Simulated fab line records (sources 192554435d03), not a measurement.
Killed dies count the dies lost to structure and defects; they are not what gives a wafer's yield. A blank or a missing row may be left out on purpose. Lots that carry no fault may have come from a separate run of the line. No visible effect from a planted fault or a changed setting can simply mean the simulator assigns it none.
Split-lot trial ; flow n5Finfet ; 7 lots, 21 wafers read, on a route of 1938 steps

== THE SPLIT ==
At N5_BEOL_M5_DESCUM_16 (chemistry O2, time 7 s), the setting timeS was moved away from the recipe's 7 s on 7 of the 21 wafers read, by -12.8% to +21.4%. All remaining wafers had this setting at the recipe value.

The reading comes from the split's own step.

== THE READING ==
CAR-EUV_of_BEOL_M5_COAT_05.thkNm (the simulator's own value, which no gauge read), in nm, at N5_BEOL_M5_DESCUM_16 (chemistry O2, time 7 s). The file does not state a usual value for it. Average 26.0 nm, standard deviation 0.15 nm, over the 14 wafers here run with the recipe.

wafer;tool, chamber at the split;timeS as run, s;against the recipe;CAR-EUV_of_BEOL_M5_COAT_05.thkNm, nm;against lot-mates on the recipe
L078.3;rieDiel-02, 0;7;recipe;26.2;-
L078.4;rieDiel-02, 1;8.285;+18.4%;25.6;-0.6
L078.5;rieDiel-02, 3;8.285;+18.4%;25.8;-0.4
L081.1;rieDiel-06, 2;7;recipe;26;-
L081.2;rieDiel-06, 0,3;7;recipe;25.8;-
L081.3;rieDiel-06, 0,3;7;recipe;25.8;-
L080.1;rieDiel-01, 2;7;recipe;26;-
L080.3;rieDiel-01, 1,3;7;recipe;26.2;-
L080.6;rieDiel-01, 1,3;7;recipe;26.2;-
L083.2;rieDiel-01, 2,3;8.472;+21.0%;25.2;-0.6
L083.3;rieDiel-01, 2,3;8.472;+21.0%;25.2;-0.6
L083.5;rieDiel-01, 3;7;recipe;25.8;-
L089.2;rieDiel-01, 2;7;recipe;26.2;-
L089.4;rieDiel-01, 3;6.103;-12.8%;26.6;+0.5
L089.6;rieDiel-01, 0;7;recipe;26;-
L090.2;rieDiel-01, 1;8.262;+18.0%;25.6;-0.6
L090.3;rieDiel-01, 2,3;7;recipe;26.2;-
L090.5;rieDiel-01, 2,3;7;recipe;26.2;-
L096.2;rieDiel-06, 0,1;7;recipe;26;-
L096.4;rieDiel-06, 0,1;7;recipe;26;-
L096.3;rieDiel-06, 3;8.5;+21.4%;25.2;-0.8
Rows listing several chambers each stand for several wafers; the file does not say which wafer went through which chamber.

THE FIT
A straight line over all 21 wafers: CAR-EUV_of_BEOL_M5_COAT_05.thkNm changes by -0.0332 nm for each +1% of timeS; r = -0.89; the points scatter about the line by 0.18 nm.
The same after taking each lot's own level away (the mean of its wafers on the recipe; 21 wafers): -0.0316 nm for each +1%; r = -0.97; scatter 0.085 nm.
On that fit, the largest move of timeS shifts the reading by 0.68 nm.
Measured against the standard deviation above, the lots' own levels, which go from 25.80 to 26.20 nm, span 2.6 times it.
So the lot-to-lot level changes the slope little: the two slopes agree.
Check: with one of the wafers moved furthest among these (+21.4%) left out of the fit, the line predicts -0.635 nm for it against its lot-mates. It came out at -0.8 nm against them.

== ADDITIONAL SPLITS CARRIED BY THESE WAFERS ==
Before the reading, these wafers also passed through other splits. Each is held against what the fit with the lots' levels taken away leaves over:
other split on the same wafers;wafers away from the commonest value;r with CAR-EUV_of_BEOL_M5_COAT_05.thkNm (lot level and that fit taken away)
N5_BEOL_M2_COAT_62 spinRpm;10;+0.30
N5_BEOL_M2_TRENCH_ETCH_37 sourceW;9;-0.10
N5_BEOL_M3_TRENCH_ETCH_37 sourceW;3;-0.33
N5_BEOL_M3_ETCH_41 targetDepthA;7;+0.02
N5_BEOL_M4_COAT_22 spinRpm;10;+0.28
N5_BEOL_M4_ALD_98 aldCycles;10;-0.08
N5_BEOL_M5_COAT_71 spinRpm;9;+0.01

== THE FILE'S OWN FIT ==
CAR-EUV_of_BEOL_M5_COAT_05.thkNm changes by -0.0325 nm for each +1% of timeS, r = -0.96.
